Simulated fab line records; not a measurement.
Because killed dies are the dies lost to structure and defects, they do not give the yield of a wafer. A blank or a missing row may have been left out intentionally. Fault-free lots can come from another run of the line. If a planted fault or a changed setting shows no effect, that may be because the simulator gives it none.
fab line records | flow nandHarc
[record] lots = 6 | wafers = 18 | lastDay = 26
route steps=1159 shown A_ONON_D1@445 A_CHANNEL_HOLE_D1@450 END@1159
lots with no fault: from the same line, run without faults
startH: start of the lot's first displayed wafer, in hours after the record's first day | waitH: how many hours have passed since the lot's step before this one | " identical to the entry in the row above | L1.1+2: a row that stands for several wafers | - value missing, or start not given | * or withheld: withheld | < > ~ a bound
route shown NAME@n: NAME is a module with steps in the file, n the number in the route of the first one | usual: mean/standard deviation taken from wafers without a fault | same: alike in all rows | chamber/n: place in a boat | sites: readings site by site | _std_site: how widely they spread, as a standard deviation | _edge_site: outer sites' mean less inner sites' | radiusMm: how far each site lies from the wafer's centre | mask NAME#n: copy n | behind: the last tool/chamber to shape the wafer | hold: cause of the lot's hold/its duration in hours/its outcome | device: which transistor (n, p or np) failed to switch | end of line: the tests these same wafers got at the end of their route | a step without rows: its recipe alone | killed: at the first sort, the dies lost to defects and structure; wafer yield is something else | map: dies across one wafer; x = killed, . = not, _ = none there
set.NAME: setting as actually run; set.NAME@STEP: the setting as run at that earlier step | model.NAME: the simulator's own value behind a step, which no gauge read
a table for each step, a row for each wafer; lots at some steps of the route
services: when a tool's chamber went out of use (startH, in hours from the record's first day, below 0 if earlier), for how many hours, and the reason
[[steps]]
[step NHARC_A_ONON_D1_THK_MEAS_30]
[recipe] thkMeasGauge = ellipsometry
[usual] thkNm = 1001/7.6
lot.wafer | tool         | chamber | startH | waitH | thkNm
L598.1    | filmMetro-01 | -       | 175.80 | -     | 1005
L598.2    | "            | -       | "      | "     | 1008
L598.6    | "            | -       | "      | "     | 1007
L602.1    | filmMetro-01 | -       | 200.34 | -     | 991
L602.5    | "            | -       | "      | "     | 991
L602.6    | "            | -       | "      | "     | 992
L607.2    | filmMetro-02 | -       | 231.97 | -     | 1005
L607.4    | "            | -       | "      | "     | 1002
L607.5    | "            | -       | "      | "     | 1002
L610.2    | filmMetro-02 | -       | 244.40 | -     | 1003
L610.4    | "            | -       | "      | "     | 1002
L610.6    | "            | -       | "      | "     | 1002
L618.3    | filmMetro-01 | -       | 292.38 | -     | 998
L618.5    | "            | -       | "      | "     | 998
L618.6    | "            | -       | "      | "     | 999
L619.1    | filmMetro-02 | -       | 298.61 | -     | 1012
L619.2    | "            | -       | "      | "     | 1013
L619.4    | "            | -       | "      | "     | 1011
[step NHARC_A_ONON_D1_DEP_33]
[recipe] targetThkA = 2000 | tempC = 400 | pressureTorr = 6.5 | rfW = 900 | teosFlowSccm = 161.4 | flowSccm = 2650 | targetThkNm = 200 | gas = O2 | material = SiO2
[usual] heaterPowerW = 548/75 | throttleValvePct = 15.5/0.55
lot.wafer | tool     | chamber | startH | waitH | heaterPowerW | throttleValvePct
L598.1    | pecvd-04 | 0       | 175.86 | 0.1   | 450          | 16.1
L598.2    | "        | 1       | "      | "     | 511          | 15.9
L598.6    | "        | 2       | "      | "     | 552          | 15.7
L602.1    | pecvd-02 | 2       | 200.39 | 0.1   | 437          | 14.7
L602.6    | "        | 0       | "      | "     | 588          | 14.8
L602.5    | "        | 1       | "      | "     | 569          | 15.8
L607.2    | pecvd-04 | 1       | 232.07 | 0.1   | 621          | 16.3
L607.4    | "        | 0       | "      | "     | 545          | 15.9
L607.5    | "        | 2       | "      | "     | 571          | 16.1
L610.2    | pecvd-02 | 0       | 244.46 | 0.1   | 511          | 15.1
L610.6    | "        | 0       | "      | "     | 517          | 14.9
L610.4    | "        | 1       | "      | "     | 543          | 15.7
L618.3    | pecvd-02 | 2       | 292.57 | 0.2   | 372          | 15.0
L618.6    | "        | 2       | "      | "     | 400          | 14.8
L618.5    | "        | 0       | "      | "     | 570          | 15.2
L619.2    | pecvd-02 | 2       | 298.67 | 0.1   | 469          | 14.8
L619.1    | "        | 1       | "      | "     | 652          | 16.2
L619.4    | "        | 0       | "      | "     | 615          | 14.9
[step NHARC_A_ONON_D1_THK_MEAS_34]
[recipe] thkMeasGauge = ellipsometry
[usual] thkNm = 200/3.1
lot.wafer | tool         | chamber | startH | waitH | thkNm
L598.1    | filmMetro-02 | -       | 176.27 | -     | 200
L598.2    | "            | -       | "      | "     | 201
L598.6    | "            | -       | "      | "     | 200
L602.1    | filmMetro-01 | -       | 200.81 | -     | 203
L602.5    | "            | -       | "      | "     | 200
L602.6    | "            | -       | "      | "     | 199
L607.2    | filmMetro-02 | -       | 232.44 | -     | 198
L607.4    | "            | -       | "      | "     | 206
L607.5    | "            | -       | "      | "     | 203
L610.2    | filmMetro-02 | -       | 244.87 | -     | 200
L610.4    | "            | -       | "      | "     | 203
L610.6    | "            | -       | "      | "     | 200
L618.3    | filmMetro-02 | -       | 292.99 | 0.3   | 203
L618.5    | "            | -       | "      | "     | 202
L618.6    | "            | -       | "      | "     | 203
L619.1    | filmMetro-02 | -       | 299.09 | -     | 195
L619.2    | "            | -       | "      | "     | 195
L619.4    | "            | -       | "      | "     | 200
[step NHARC_A_ONON_D1_INSPECT_32]
[usual] rawDefectCount = 84/28
lot.wafer | tool             | chamber | startH | waitH | rawDefectCount
L598.1    | defectInspect-01 | -       | 176.37 | 0.1   | 112
L598.2    | "                | -       | "      | "     | 121
L598.6    | "                | -       | "      | "     | 45
L602.1    | defectInspect-01 | -       | 200.87 | 0.0   | 67
L602.5    | "                | -       | "      | "     | 53
L602.6    | "                | -       | "      | "     | 74
L607.2    | defectInspect-01 | -       | 232.53 | 0.0   | 89
L607.4    | "                | -       | "      | "     | 89
L607.5    | "                | -       | "      | "     | 97
L610.2    | defectInspect-01 | -       | 244.96 | 0.0   | 44
L610.4    | "                | -       | "      | "     | 80
L610.6    | "                | -       | "      | "     | 103
L618.3    | defectInspect-01 | -       | 293.07 | 0.0   | 71
L618.5    | "                | -       | "      | "     | 110
L618.6    | "                | -       | "      | "     | 104
L619.1    | defectInspect-02 | -       | 299.15 | 0.0   | 101
L619.2    | "                | -       | "      | "     | 116
L619.4    | "                | -       | "      | "     | 75
[step NHARC_A_CHANNEL_HOLE_D1_DEP_00]
[recipe] targetThkA = 31000 | tempC = 400 | material = aC
[usual] throttleValvePct = 35.002/0.0086
lot.wafer | tool      | chamber | startH | waitH | throttleValvePct
L598.1    | aclDep-03 | 0       | 180.26 | 3.9   | 35.000
L598.2    | "         | 0       | "      | "     | 34.998
L598.6    | "         | 0       | 181.83 | 5.5   | 34.996
L602.1    | aclDep-01 | 0       | 200.94 | 0.1   | 35.002
L602.5    | "         | 0       | 202.21 | 1.3   | 35.005
L602.6    | "         | 0       | "      | "     | 35.010
L607.2    | aclDep-02 | 0       | 236.23 | 3.7   | 34.990
L607.4    | "         | 0       | "      | "     | 34.994
L607.5    | "         | 0       | "      | "     | 35.003
L610.2    | aclDep-03 | 0       | 246.46 | 1.5   | 35.011
L610.4    | "         | 0       | "      | "     | 35.020
L610.6    | "         | 0       | "      | "     | 34.992
L618.3    | aclDep-03 | 0       | 297.19 | 4.1   | 34.994
L618.5    | "         | 0       | "      | "     | 35.008
L618.6    | "         | 0       | "      | "     | 35.008
L619.1    | aclDep-02 | 0       | 302.80 | 3.7   | 35.015
L619.2    | "         | 0       | "      | "     | 34.991
L619.4    | "         | 0       | "      | "     | 34.995
[step NHARC_A_CHANNEL_HOLE_D1_DEP_01]
[recipe] targetThkA = 1400 | targetThkNm = 140 | tempC = 400 | pressureTorr = 3.5 | flowSccm = 200 | rfW = 350 | material = SiON
[usual] heaterPowerW = 733/64
lot.wafer | tool     | chamber | startH | waitH | heaterPowerW
L598.2    | pecvd-04 | 2       | 182.19 | 1.3   | 632
L598.1    | "        | 0       | "      | "     | 711
L598.6    | "        | 2       | "      | "     | 666
L602.1    | pecvd-02 | 1       | 203.09 | 1.8   | 750
L602.5    | "        | 1       | "      | "     | 772
L602.6    | "        | 2       | "      | "     | 666
L607.2    | pecvd-02 | 2       | 237.92 | 1.4   | 633
L607.4    | "        | 0       | "      | "     | 797
L607.5    | "        | 1       | "      | "     | 822
L610.2    | pecvd-03 | 2       | 248.08 | 1.3   | 827
L610.4    | "        | 1       | "      | "     | 789
L610.6    | "        | 0       | "      | "     | 829
L618.3    | pecvd-04 | 2       | 298.48 | 1.0   | 699
L618.5    | "        | 2       | "      | "     | 689
L618.6    | "        | 0       | "      | "     | 749
L619.2    | pecvd-04 | 1       | 304.74 | 1.3   | 734
L619.1    | "        | 0       | "      | "     | 742
L619.4    | "        | 0       | "      | "     | 746
[step NHARC_A_CHANNEL_HOLE_D1_DEHYDRATE_02]
[recipe] tempC = 150 | timeS = 120
[step NHARC_A_CHANNEL_HOLE_D1_HMDS_03]
[recipe] timeS = 30
[step NHARC_A_CHANNEL_HOLE_D1_COAT_36]
[recipe] tempC = 260 | timeS = 75
[step NHARC_A_CHANNEL_HOLE_D1_COAT_37]
[recipe] tempC = 225 | timeS = 65
[step NHARC_A_CHANNEL_HOLE_D1_COAT_04]
[recipe] spinRpm = 1500 | resistThkNm = 90
[step NHARC_A_CHANNEL_HOLE_D1_SOFTBAKE_05]
[recipe] tempC = 105 | timeS = 55
[usual] heaterPowerTotalW = 188.44/0.14
[same] timeS = 55
lot.wafer | tool          | chamber | startH | waitH | heaterPowerTotalW
L598.1    | lithoTrack-06 | 0       | 182    | -     | 188.29
L598.2    | "             | 0       | "      | "     | 188.73
L598.6    | "             | 0       | "      | "     | 188.29
L602.1    | lithoTrack-01 | 0       | 203    | -     | 159.36
L602.5    | "             | 0       | "      | "     | 159.31
L602.6    | "             | 0       | "      | "     | 159.41
L607.2    | lithoTrack-01 | 0       | 238    | -     | 159.66
L607.4    | "             | 0       | "      | "     | 159.40
L607.5    | "             | 0       | "      | "     | 159.37
L610.2    | lithoTrack-06 | 0       | 248    | -     | 188.43
L610.4    | "             | 0       | "      | "     | 188.57
L610.6    | "             | 0       | "      | "     | 188.42
L618.3    | lithoTrack-04 | 0       | 298    | -     | 188.44
L618.5    | "             | 0       | "      | "     | 188.44
L618.6    | "             | 0       | "      | "     | 188.32
L619.1    | lithoTrack-01 | 0       | 305    | -     | 188.32
L619.2    | "             | 0       | "      | "     | 188.73
L619.4    | "             | 0       | "      | "     | 188.45
[step NHARC_A_CHANNEL_HOLE_D1_EBR_06]
[step NHARC_END_SORT_01]
[recipe] tempC = 25
[usual] killedAtArray = 27/12 | killedAtOther = 0.9/1.1 | killedAtPeriphery = 3.2/2.4 | killedDies = 31/12 | killedOpen = 3.3/1.7 | killedShort = 2.0/1.6
[same] grossDies = 677
lot.wafer | tool      | chamber | startH | waitH | killedAtArray | killedAtOther | killedAtPeriphery | killedDies | killedOpen | killedShort
L598.1    | prober-02 | 0       | 456.93 | 2.5   | 33            | 0             | 4                 | 37         | 6          | 1
L598.2    | prober-02 | 0       | 457.74 | 2.8   | 32            | 0             | 4                 | 36         | 2          | 5
L598.6    | prober-02 | 0       | 460.96 | 4.0   | 43            | 1             | 2                 | 46         | 3          | 3
L607.2    | prober-02 | 0       | 572.05 | 2.8   | 39            | 2             | 4                 | 45         | 0          | 4
L607.4    | prober-02 | 0       | 573.65 | 3.4   | 41            | 1             | 1                 | 43         | 2          | 1
L607.5    | prober-02 | 0       | 574.44 | 3.7   | 39            | 1             | 6                 | 46         | 5          | 1
L610.2    | prober-01 | 0       | 579.92 | 2.8   | 19            | 1             | 1                 | 21         | 2          | 2
L610.4    | prober-01 | 0       | 581.54 | 3.4   | 35            | 0             | 2                 | 37         | 4          | 4
L610.6    | prober-01 | 0       | 583.15 | 4.0   | 26            | 1             | 1                 | 28         | 3          | 2
L619.1    | prober-02 | 0       | 618.12 | 2.5   | 19            | 0             | 4                 | 23         | 6          | 1
L619.2    | prober-02 | 0       | 618.93 | 2.8   | 30            | 2             | 4                 | 36         | 4          | 5
L619.4    | prober-02 | 0       | 620.54 | 3.4   | 11            | 5             | 5                 | 21         | 3          | 1
// killed by level:class
L598.1 A_CHANNEL_HOLE_D1:chamberFilmFlake=10 A_SLIT:chamberFilmFlake=8 A_CONTACT:chamberFilmFlake=6 A_WL_FILL:geometricParticle:open=4 P_M2:geometricParticle:short=1 A_CHANNEL_FILL_D1:geometricParticle:open=1 A_M0:geometricParticle:open=1 P_ZERO_WELL:chamberFilmFlake=1
L598.2 A_CHANNEL_HOLE_D1:chamberFilmFlake=7 A_SLIT:chamberFilmFlake=7 A_SGD_CUT:chamberFilmFlake=6 A_CONTACT:chamberFilmFlake=5 A_WL_FILL:geometricParticle:short=3 P_ZERO_WELL:chamberFilmFlake=2 P_GATE:geometricParticle:open=1 A_ONON_D1:geometricParticle:short=1
L598.6 A_CHANNEL_HOLE_D1:chamberFilmFlake=15 A_SLIT:chamberFilmFlake=12 A_CONTACT:chamberFilmFlake=8 A_SGD_CUT:chamberFilmFlake=4 A_CONTACT:geometricParticle:open=2 P_GATE:geometricParticle:short=1 A_WL_FILL:geometricParticle:open=1 A_WL_FILL:geometricParticle:short=1
L607.2 A_CHANNEL_HOLE_D1:chamberFilmFlake=14 A_SLIT:chamberFilmFlake=14 A_STAIRCASE:chamberFilmFlake=3 A_WL_FILL:chamberFilmFlake=3 A_CONTACT:chamberFilmFlake=3 THIN_TSV:chamberFilmFlake=2 P_M0:geometricParticle:short=1 P_M2:geometricParticle:short=1
L607.4 A_CHANNEL_HOLE_D1:chamberFilmFlake=16 A_SLIT:chamberFilmFlake=15 A_STAIRCASE:chamberFilmFlake=3 A_CONTACT:chamberFilmFlake=3 A_WL_FILL:geometricParticle:short=1 A_WL_FILL:geometricParticle:open=1 A_CONTACT:geometricParticle:open=1 P_ZERO_WELL:chamberFilmFlake=1
L607.5 A_CHANNEL_HOLE_D1:chamberFilmFlake=15 A_SLIT:chamberFilmFlake=12 A_CONTACT:chamberFilmFlake=5 P_ZERO_WELL:chamberFilmFlake=3 A_CONTACT:geometricParticle:open=2 A_STAIRCASE:chamberFilmFlake=2 P_CONTACT:geometricParticle:short=1 P_CONTACT:geometricParticle:open=1
L610.2 A_CHANNEL_HOLE_D1:chamberFilmFlake=15 A_WL_FILL:geometricParticle:short=2 P_CONTACT:geometricParticle:open=1 A_BLC:geometricParticle:open=1 A_CONTACT:chamberFilmFlake=1 THIN_TSV:chamberFilmFlake=1
L610.4 A_CHANNEL_HOLE_D1:chamberFilmFlake=23 A_CONTACT:geometricParticle:open=3 A_CONTACT:chamberFilmFlake=3 A_STAIRCASE:chamberFilmFlake=2 P_GATE:geometricParticle:short=1 P_M0:geometricParticle:short=1 A_CHANNEL_HOLE_D1:geometricParticle:open=1 A_BLC:geometricParticle:short=1
L610.6 A_CHANNEL_HOLE_D1:chamberFilmFlake=19 A_SGD_CUT:geometricParticle:open=2 A_STAIRCASE:chamberFilmFlake=2 A_CONTACT:chamberFilmFlake=2 P_M0:geometricParticle:open=1 A_CONTACT:geometricParticle:short=1 STARTING-WAFER:geometricParticle:short=1
L619.1 A_CHANNEL_HOLE_D1:chamberFilmFlake=8 P_CONTACT:geometricParticle:open=3 A_CONTACT:chamberFilmFlake=3 A_M0:chamberFilmFlake=3 A_M0:geometricParticle:open=2 A_ONON_D1:geometricParticle:short=1 A_CONTACT:geometricParticle:open=1 P_GATE:chamberFilmFlake=1
L619.2 A_CONTACT:chamberFilmFlake=8 A_CHANNEL_HOLE_D1:chamberFilmFlake=7 A_STAIRCASE:chamberFilmFlake=7 A_ONON_D1:geometricParticle:short=2 P_GATE:chamberFilmFlake=2 THIN_TSV:chamberFilmFlake=2 P_CONTACT:geometricParticle:open=1 P_CONTACT:geometricParticle:short=1
L619.4 THIN_TSV:chamberFilmFlake=5 A_CONTACT:chamberFilmFlake=4 A_CHANNEL_HOLE_D1:chamberFilmFlake=3 P_GATE:chamberFilmFlake=2 A_STAIRCASE:chamberFilmFlake=2 P_CONTACT:geometricParticle:open=1 P_CONTACT:geometricParticle:short=1 P_M1:geometricParticle:open=1
[[services]]
tool          | chamber | startH | hours | kind
pecvd-02      | -       | 153.00 | 13.0  | pm
pecvd-02      | 0       | 153.00 | 13.0  | ventCycle
pecvd-02      | 1       | 153.00 | 13.0  | ventCycle
pecvd-02      | 2       | 153.00 | 13.0  | ventCycle
pecvd-02      | 0       | 166.00 | -     | clean
pecvd-02      | 1       | 166.00 | -     | clean
pecvd-02      | 2       | 166.00 | -     | clean
aclDep-02     | -       | 167.71 | 13.0  | pm
pecvd-04      | -       | 195.00 | 13.0  | pm
pecvd-04      | 0       | 195.00 | 13.0  | ventCycle
pecvd-04      | 1       | 195.00 | 13.0  | ventCycle
pecvd-04      | 2       | 195.00 | 13.0  | ventCycle
pecvd-04      | 0       | 208.00 | -     | clean
pecvd-04      | 1       | 208.00 | -     | clean
pecvd-02      | 1       | 220.50 | 8.3   | repair
pecvd-03      | 0       | 221.68 | 15.8  | repair
aclDep-03     | -       | 225.24 | 13.0  | pm
lithoTrack-01 | -       | 268.00 | 7.0   | pm
pecvd-03      | -       | 269.57 | 2.2   | repair
pecvd-04      | -       | 282.63 | 0.8   | repair
lithoTrack-06 | -       | 292.00 | 7.0   | pm
pecvd-03      | -       | 292.23 | 13.0  | pm
aclDep-01     | -       | 294.18 | 13.0  | pm
pecvd-04      | -       | 300.75 | 2.5   | repair
[[key]]
[firstSign] step = NHARC_A_CHANNEL_HOLE_D1_SOFTBAKE_05 | reading = heaterPowerTotalW | direction = down | sigmas = 99+ | usual = * | struck = *
effect none on later readings
metAt NHARC_A_CHANNEL_HOLE_D1_SOFTBAKE_05
struckWafers L602.1,L602.5,L602.6,L607.2,L607.4,L607.5
testerLeftOut L602,L607
[fault] kind = processParameterDrift | tool = lithoTrack-01 | chamber = - | onsetH = 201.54 | steps = NHARC_A_CHANNEL_HOLE_D1_SOFTBAKE_05 | channel = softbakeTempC | offset = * | shape = step | endH = 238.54 | actsIn = * | stated = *
// testerLeftOut: of these lots the tester's yield and bins aren't shown, on N5 and GAA mostly nor the transistor test; their killed dies are dies lost to structure and defects alone, not to doping, threshold or leakage, so they don't give the yield
